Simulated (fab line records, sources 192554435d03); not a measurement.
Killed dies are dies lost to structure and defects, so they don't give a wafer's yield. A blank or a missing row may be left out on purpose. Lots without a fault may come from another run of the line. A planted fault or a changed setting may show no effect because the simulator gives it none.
fab line records | flow n5_finfet
record lots=10 wafers=30 last_day=17
route steps=1938 shown BEOL_M9@1448 PAD_METAL@1895 PASSIVATION@1909
lots that met no fault: from a run of the same line without faults
start_h: hours from the record's first day to the start of the lot's first wafer shown | wait_h: hours since the lot's step before | " the same as in the row above | L1.1+2: a row that stands for several wafers | - no value, or no start given | * or withheld: withheld | < > ~ a bound
route shown NAME@n: a module of which the file shows steps, and the number in the route of the first | usual: mean/standard deviation of fault-free wafers | same: alike in all rows | chamber/n: place in a boat | sites: the reading at each site | _std_site: their standard deviation | _edge_site: outer sites' mean less inner sites' | radius_mm: how far each site lies from the wafer's centre | mask NAME#n: copy n | behind: the tool/chamber that last shaped the wafer | hold: why the lot was held/for how many hours/how that ended | device: the transistor (n, p or np) that didn't switch | end of line: the same wafers' tests at the end of the route | a step without rows: its recipe alone | killed: dies lost to structure and defects at the first sort, not the wafer's yield | map: a wafer's dies, x killed, . not, _ none there
set.NAME: the setting as run; set.NAME@STEP: as run at that earlier step | model.NAME: the simulator's own value behind a step, which no gauge read
steps of the route over a sample of lots; a table a step, a row a wafer
services: from which hour (start_h, from the record's first day; less than 0 if before it) a tool's chamber was out of use, for how many hours, and why
## steps
# step N5_BEOL_M9_STRIP_80
# recipe chemistry=N2/H2 time_s=10 power_w=450 temp_c=40 pressure_mtorr=20 rf_frequency_hz=6e+07 bias_power_w=7 n2_flow_sccm=200 h2_flow_sccm=200
# usual drypump_motor_current_A=5.54/0.27 oes_product_au=0.80/0.095 rf_vpp_V=59.1/0.83 showerhead_plenum_p_Torr=2.55/0.082 temp_c=40.00/0.11 throttle_valve_pct=23.54/0.29
# columns lot.wafer tool chamber start_h wait_h drypump_motor_current_A oes_product_au rf_hours_counter_h rf_vpp_V showerhead_plenum_p_Torr temp_c throttle_valve_pct
L279.1 rie_diel-06 0 211.01 - 5.80 0.69 238 57.7 2.51 40.17 23.91
L279.2 " 1 " " 5.28 0.68 225 59.2 2.50 40.05 23.75
L279.4 " 2 " " 5.39 0.72 188 59.1 2.64 40.28 23.76
L278.1 rie_diel-06 3 211.47 - 5.92 0.84 77 58.7 2.67 39.97 23.08
L278.2 " 1 " " 5.33 0.66 225 59.8 2.50 40.05 23.74
L278.3 " 0 " " 5.77 0.68 238 60.2 2.51 39.92 23.90
L281.2 rie_diel-02 3 230.52 - 5.33 0.74 170 58.0 2.42 40.10 23.62
L281.3 " 1 " " 5.69 0.82 77 58.8 2.47 39.93 23.62
L281.6 " 3 " " 5.34 0.74 - 58.1 2.42 40.06 23.61
L282.1 rie_diel-06 1 237.90 - 5.28 0.67 233 60.1 2.50 39.92 23.76
L282.4 " 3 " " 5.89 0.84 85 59.1 2.67 39.92 23.09
L282.6 " 0 " " 5.81 0.68 - 57.5 2.51 39.84 23.92
L283.4 rie_diel-02 1 241.73 - 5.69 0.82 - 59.6 2.47 40.16 23.62
L283.5 " 2 " " 5.85 0.82 - 58.5 2.57 39.88 22.96
L283.6 " 3 " " 5.35 0.74 - 59.1 2.42 40.05 23.63
L284.3 rie_diel-06 3 252.09 - 5.88 0.83 89 59.5 2.67 40.04 23.10
L284.4 " 2 " " 5.45 0.71 200 57.9 2.64 40.00 23.78
L284.5 " 3 " " 5.88 0.83 - 60.7 2.67 39.94 23.10
L286.2 rie_diel-02 1 264.29 - 5.64 0.80 85 59.0 2.46 39.93 23.64
L286.4 " 2 " " 5.84 0.81 102 58.3 2.56 39.89 22.96
L286.6 " 0 " " 5.11 0.94 - 58.6 2.60 39.87 23.54
L290.1 rie_diel-06 3 292.05 - 5.91 0.82 101 59.6 2.66 40.11 23.12
L290.5 " 2 " " 5.41 0.70 - 59.4 2.63 40.19 23.81
L290.6 " 3 " " 5.90 0.82 - 58.6 2.66 40.13 23.09
L292.1 rie_diel-06 2 295.62 - 5.44 0.70 214 60.1 2.63 39.98 23.80
L292.3 " 3 " " 5.92 0.81 103 58.9 2.66 39.81 23.13
L292.4 " 2 " " 5.41 0.71 - 60.5 2.63 40.12 23.79
L299.1 rie_diel-01 1 354.60 - 5.49 0.90 47 58.8 2.58 39.93 23.17
L299.4 " 3 " " 5.20 0.79 107 58.8 2.55 40.13 23.56
L299.6 " 1 " " 5.50 0.90 - 58.9 2.58 40.02 23.17
# step N5_PASSIVATION_SPUTTER_20
# recipe material=TaN target_thk_a=500 temp_c=25 chamber_pressure_pa=0.4
# usual throttle_valve_pct=29.8/1
# columns lot.wafer tool chamber start_h wait_h throttle_valve_pct
L279.1 pvd_sputter-01 - 264.93 0.0 29.3
L279.2 " - " " 30.6
L279.4 " - " " 30.3
L278.1 pvd_sputter-01 - 272.47 0.0 30.5
L278.2 " - " " 30.1
L278.3 " - " " 30.1
L281.2 pvd_sputter-01 - 292.74 0.0 29.5
L281.3 " - " " 30.5
L281.6 " - " " 30.1
L283.4 pvd_sputter-02 - 303.23 0.0 30.5
L283.5 " - " " 27.9
L283.6 " - " " 30.3
L282.1 pvd_sputter-01 - 303.72 0.0 30.7
L282.4 " - " " 30.5
L282.6 " - " " 31.0
L284.3 pvd_sputter-02 - 307.61 0.0 28.0
L284.4 " - " " 28.9
L284.5 " - " " 30.5
L286.2 pvd_sputter-02 - 325.44 0.0 28.8
L286.4 " - " " 30.3
L286.6 " - " " 30.5
L290.1 pvd_sputter-02 - 341.97 0.0 28.8
L290.5 " - " " 30.6
L290.6 " - " " 29.1
L292.1 pvd_sputter-03 - 352.97 0.0 30.1
L292.3 " - " " 31.9
L292.4 " - " " 29.8
L299.1 pvd_sputter-03 - 408.13 0.0 30.2
L299.4 " - " " 30.1
L299.6 " - " " 29.9
# step N5_PASSIVATION_AL_ETCH_33
# recipe chemistry=Cl2/BCl3 target_depth_a=28000 over_etch_frac=0.15 Cl2_flow_sccm=180 bcl3_flow_sccm=60 target=Al stop_on=TaN time_s=466.7 ion_energy_ev=100 pressure_mtorr=10 icp_w=900 bias_w=100
# usual bcl3_flow_sccm=59.99/0.18 drypump_motor_current_A=5.4/0.46 oes_product_au=0.68/0.073 throttle_valve_pct=34.2/0.4
# columns lot.wafer tool chamber start_h wait_h bcl3_flow_sccm drypump_motor_current_A oes_product_au rf_hours_counter_h throttle_valve_pct
L279.1 rie_metal-03 0 265.68 0.1 60.21 4.8 0.61 77 34.3
L279.2 " 1 " " 59.95 5.9 0.57 111 34.9
L279.4 " 0 " " 59.90 4.8 0.61 - 34.3
L278.1 rie_metal-02 1 273.34 0.1 59.91 6.0 0.69 46 33.9
L278.2 " 0 " " 60.22 5.5 0.68 43 34.4
L278.3 " 1 " " 59.97 6.0 0.69 - 33.9
L281.2 rie_metal-02 1 293.49 0.1 60.04 6.0 0.69 48 33.9
L281.3 " 0 " " 59.89 5.5 0.67 - 34.4
L281.6 " 0 " " 59.96 5.5 0.68 - 34.4
L283.4 rie_metal-01 1 304.34 0.2 60.32 5.0 0.74 - 33.8
L283.5 " 1 " " 60.25 5.0 0.75 - 33.8
L283.6 " 0 " " 60.17 4.9 0.63 - 34.1
L282.1 rie_metal-03 0 304.54 0.1 59.79 4.8 0.61 81 34.3
L282.4 " 1 " " 59.82 5.9 0.57 - 34.9
L282.6 " 1 " " 59.85 5.9 0.57 - 34.9
L284.3 rie_metal-01 1 308.62 0.2 59.94 5.0 0.75 - 33.8
L284.4 " 0 " " 60.28 4.9 0.63 - 34.0
L284.5 " 1 " " 59.72 5.0 0.73 - 33.8
L286.2 rie_metal-01 0 326.75 0.1 59.91 4.9 0.64 79 34.0
L286.4 " 1 " " 59.71 5.0 0.74 - 33.8
L286.6 " 0 " " 59.74 4.9 0.63 - 34.0
L290.1 rie_metal-03 1 342.96 0.1 59.89 5.9 0.89 1 35.0
L290.5 " 1 " " 59.91 5.9 0.88 - 35.1
L290.6 " 0 " " 59.87 4.8 0.61 - 34.2
L292.1 rie_metal-02 0 353.95 0.1 60.03 5.5 0.67 51 34.4
L292.3 " 0 " " 59.96 5.5 0.68 - 34.3
L292.4 " 1 " " 59.80 6.0 0.69 - 33.8
L299.1 rie_metal-03 1 408.99 0.1 59.75 5.9 0.83 7 35.0
L299.4 " 1 " " 59.77 5.9 0.83 - 35.1
L299.6 " 0 " " 60.12 4.8 0.59 - 34.2
# step N5_PASSIVATION_PASS_ETCH_47
# recipe chemistry=CF4/O2 target=SiNx target_depth_a=7700 time_s=385 ion_energy_ev=100 pressure_mtorr=40 source_w=535 bias_w=49 Ar_flow_sccm=100 cf4_flow_sccm=100 O2_flow_sccm=10
# usual O2_flow_sccm=10.00/0.034 drypump_motor_current_A=6.0/0.4 oes_product_au=0.85/0.082 rf_vpp_V=239/3.8 showerhead_plenum_p_Torr=2.21/0.07 throttle_valve_pct=15.69/0.26
# columns lot.wafer tool chamber start_h wait_h O2_flow_sccm drypump_motor_current_A oes_product_au rf_hours_counter_h rf_vpp_V showerhead_plenum_p_Torr throttle_valve_pct
L279.1 rie_diel-05 0 267.51 0.0 10.02 5.9 0.99 0 238 2.34 15.34
L279.2 " 3 " " 10.00 6.1 0.67 261 233 2.25 15.80
L279.4 " 2 " " 10.02 6.0 0.94 17 242 2.34 15.70
L278.1 rie_diel-03 2 275.39 0.0 10.07 6.0 0.98 2 241 2.25 15.94
L278.2 " 1 " " 10.00 6.5 0.82 92 237 2.15 15.64
L278.3 " 3 " " 10.04 5.5 0.83 77 241 2.16 15.95
L281.2 rie_diel-03 3 295.49 0.0 10.03 5.5 0.83 83 244 2.16 15.96
L281.3 " 0 " " 9.98 5.3 0.69 231 239 2.18 16.06
L281.6 " 2 " " 10.05 6.0 0.95 - 241 2.25 15.94
L283.4 rie_diel-04 2 306.12 0.1 10.01 6.4 0.95 - 235 2.16 15.77
L283.5 " 3 " " 9.98 6.1 0.75 - 246 2.12 15.74
L283.6 " 1 " " 9.98 6.0 0.92 - 239 2.24 15.31
L282.1 rie_diel-04 2 306.60 0.0 9.98 6.3 0.94 8 238 2.16 15.77
L282.4 " 1 " " 10.02 6.1 0.92 - 240 2.24 15.32
L282.6 " 2 " " 10.01 6.3 0.95 - 236 2.16 15.77
L284.3 rie_diel-05 2 310.33 0.0 10.04 6.0 0.90 36 240 2.34 15.71
L284.4 " 1 " " 10.01 5.0 0.68 245 234 2.17 15.84
L284.5 " 0 " " 10.00 5.9 0.92 - 236 2.33 15.37
L286.2 rie_diel-05 3 328.57 0.0 10.04 6.1 0.92 9 232 2.25 15.27
L286.4 " 3 " " 9.97 6.1 0.93 - 232 2.25 15.28
L286.6 " 2 " " 10.04 5.9 0.90 - 242 2.33 15.74
L290.1 rie_diel-03 0 345.20 0.0 9.97 5.4 0.68 244 239 2.18 16.06
L290.5 " 2 " " 10.00 5.9 0.90 - 240 2.24 15.98
L290.6 " 3 " " 10.00 5.5 0.81 - 244 2.15 15.99
L292.1 rie_diel-03 3 355.82 0.0 9.91 5.5 0.80 105 242 2.15 16.00
L292.3 " 1 " " 10.02 6.6 0.79 121 238 2.14 15.68
L292.4 " 0 " " 9.99 5.4 0.68 248 241 2.18 16.07
L299.1 rie_diel-03 3 410.91 0.0 10.04 5.5 0.79 129 243 2.14 16.06
L299.4 " 2 " " 10.04 6.0 0.86 57 240 2.23 16.03
L299.6 " 0 " " 9.96 5.3 0.92 - 239 2.17 15.65
# step N5_PASSIVATION_PROBE_49
# usual defect_limited_yield=91.1/1.4 killed_at_M0_to_M3=34/11 killed_at_M4_up=14/5.7 killed_at_contacts=14/6.9 killed_at_front_end=40/11 killed_at_other=4/3.1 killed_dies=105/17 killed_open=70/13 killed_short=34/7.6 sort_bin_5_function=5.3/0.95 sort_bin_6_memory=3.3/0.64 sort_n_pass=1075/17 sort_yield_pct=91.1/1.4
# same gross_dies=1180 killed_at_back_side=0 sort_bin_4_leakage[%]=0 sort_bin_8_speed[%]=0
# columns lot.wafer tool chamber start_h wait_h defect_limited_yield[%] killed_at_M0_to_M3 killed_at_M4_up killed_at_contacts killed_at_front_end killed_at_other killed_dies killed_open killed_short sort_bin_5_function[%] sort_bin_6_memory[%] sort_n_pass sort_yield_pct[%]
L286.2 prober-02 - 331.62 0.1 87.6 44 17 35 44 6 146 118 27 7.5 4.5 1034 87.6
L286.4 prober-02 - 331.72 0.2 90.0 33 13 29 40 3 118 74 43 6.3 3.6 1062 90.0
L286.6 prober-02 - 331.82 0.3 90.6 37 13 11 42 8 111 85 26 6.2 3.2 1069 90.6
L290.1 prober-01 - 348.40 0.2 84.9 27 112 9 30 0 178 49 25 9.5 3.5 1002 84.9
L290.5 prober-01 - 348.60 0.4 83.8 49 89 17 34 2 191 68 38 10.8 3.9 989 83.8
L290.6 prober-01 - 348.65 0.5 86.0 23 114 10 18 0 165 52 21 9.0 3.0 1015 86.0
L292.1 prober-01 - 358.83 0.0 83.5 33 112 11 39 0 195 70 33 10.7 3.9 985 83.5
L292.3 prober-01 - 358.93 0.1 86.4 30 97 5 25 4 161 43 28 8.8 3.1 1019 86.4
L292.4 prober-01 - 358.98 0.2 86.3 23 110 5 23 1 162 42 26 9.4 3.0 1018 86.3
# killed by level:class
L286.2 MOL_CONTACT_COAG:geometric_particle:open=31 FIN_SAQP:geometric_particle:open=15 BEOL_M1:geometric_particle:open=14 BEOL_M4:geometric_particle:open=10 BEOL_M2:geometric_particle:open=9 BEOL_M3:geometric_particle:open=7 FIN_SAQP:geometric_particle:short=6 DUMMY_GATE:geometric_particle:open=6
L286.4 MOL_CONTACT_COAG:geometric_particle:open=22 BEOL_M2:geometric_particle:open=13 FIN_SAQP:geometric_particle:open=8 MOL_CONTACT_COAG:geometric_particle:short=7 FIN_SAQP:geometric_particle:short=6 DUMMY_GATE:geometric_particle:open=6 BEOL_M0_SAQP:geometric_particle:short=5 BEOL_M4:geometric_particle:open=4
L286.6 BEOL_M2:geometric_particle:open=16 BEOL_M1:geometric_particle:open=11 STI_FIN_REVEAL:geometric_particle:open=9 MOL_CONTACT_COAG:geometric_particle:open=9 DUMMY_GATE:geometric_particle:open=6 FIN_SAQP:geometric_particle:open=5 STI_FIN_REVEAL:geometric_particle:short=5 BEOL_M4:geometric_particle:open=5
L290.1 BEOL_M9:unspecified=104 STI_FIN_REVEAL:geometric_particle:open=12 BEOL_M3:geometric_particle:open=8 BEOL_M0_SAQP:geometric_particle:short=7 MOL_CONTACT_COAG:geometric_particle:open=6 BEOL_M0:geometric_particle:open=4 STI_FIN_REVEAL:geometric_particle:short=3 MOL_CONTACT_COAG:geometric_particle:short=3
L290.5 BEOL_M9:unspecified=85 BEOL_M1:geometric_particle:open=15 BEOL_M0_SAQP:geometric_particle:short=13 MOL_CONTACT_COAG:geometric_particle:open=12 STI_FIN_REVEAL:geometric_particle:open=11 BEOL_M0_SAQP:geometric_particle:open=10 FIN_SAQP:geometric_particle:short=7 FIN_SAQP:geometric_particle:open=5
L290.6 BEOL_M9:unspecified=92 BEOL_M0_SAQP:geometric_particle:open=7 BEOL_M5:geometric_particle:open=6 STI_FIN_REVEAL:geometric_particle:open=5 MOL_CONTACT_COAG:geometric_particle:short=5 MOL_CONTACT_COAG:geometric_particle:open=5 BEOL_M0_SAQP:geometric_particle:short=5 BEOL_M4:geometric_particle:open=5
L292.1 BEOL_M9:unspecified=91 BEOL_M4:geometric_particle:open=11 FIN_SAQP:geometric_particle:short=9 MOL_CONTACT_COAG:geometric_particle:open=9 BEOL_M0_SAQP:geometric_particle:open=9 BEOL_M0_SAQP:geometric_particle:short=9 FIN_SAQP:geometric_particle:open=8 STI_FIN_REVEAL:geometric_particle:open=6
L292.3 BEOL_M9:unspecified=89 BEOL_M1:geometric_particle:open=9 FIN_SAQP:geometric_particle:short=5 BEOL_M0_SAQP:geometric_particle:short=5 BEOL_M2:geometric_particle:open=5 STI_FIN_REVEAL:geometric_particle:open=3 ILD0:geometric_particle:short=3 MOL_CONTACT_COAG:geometric_particle:open=3
L292.4 BEOL_M9:unspecified=94 BEOL_M4:geometric_particle:open=10 BEOL_M0_SAQP:geometric_particle:short=7 BEOL_M0_SAQP:geometric_particle:open=6 BEOL_M2:geometric_particle:open=6 FIN_SAQP:geometric_particle:open=5 STI_FIN_REVEAL:geometric_particle:open=5 MOL_CONTACT_COAG:geometric_particle:open=5
## services
# columns tool chamber start_h hours kind
rie_diel-04 - 223.43 2.3 repair
pvd_sputter-03 - 235.09 39.9 repair
rie_diel-01 2 235.33 5.0 repair
rie_diel-03 1 242.80 8.4 repair
rie_metal-01 - 243.20 14.6 pm
rie_diel-02 1 243.32 8.0 repair
rie_metal-02 1 247.55 14.2 repair
rie_diel-04 3 254.77 12.9 repair
rie_diel-06 0 260.74 - clean
rie_diel-06 0 260.74 - consumable_replace:focus_ring
rie_diel-06 0 260.74 22.9 scheduled_down
rie_diel-06 0 260.74 22.9 vent_cycle
rie_diel-03 3 308.90 6.4 repair
rie_diel-01 1 313.05 21.1 repair
rie_metal-03 - 321.59 1.4 pm
rie_diel-04 3 323.50 7.8 repair
rie_metal-02 1 326.92 5.5 repair
rie_diel-04 0 329.44 10.8 repair
rie_diel-03 0 331.16 12.6 repair
rie_diel-06 1 339.35 - clean
rie_diel-06 3 342.18 7.7 repair
rie_diel-06 0 344.37 5.4 repair
rie_metal-02 0 366.10 2.4 repair
rie_diel-04 - 398.00 2.8 pm
## key
first_sign step=N5_PASSIVATION_PROBE_49 reading=killed_at_M4_up direction=up sigmas=16 usual=14 struck=106
effect step=N5_PASSIVATION_PROBE_49 reading=killed_dies direction=up sigmas=4.2 usual=105 struck=175
more_kills_born_at N5_BEOL_M9_STRIP_80@rie_diel-06=555
met_at N5_BEOL_M9_STRIP_80
struck_lots L290,L292
not_acting_at N5_PASSIVATION_SPUTTER_20,N5_PASSIVATION_AL_ETCH_33,N5_PASSIVATION_PASS_ETCH_47
onset_between 252.09 292.05
fault kind=chamber_particle_source tool=rie_diel-06 chamber=- onset_h=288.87 steps=N5_BEOL_M9_STRIP_80 rate_per_visit_cm2=0.66996 until_the_next_wet_clean=True
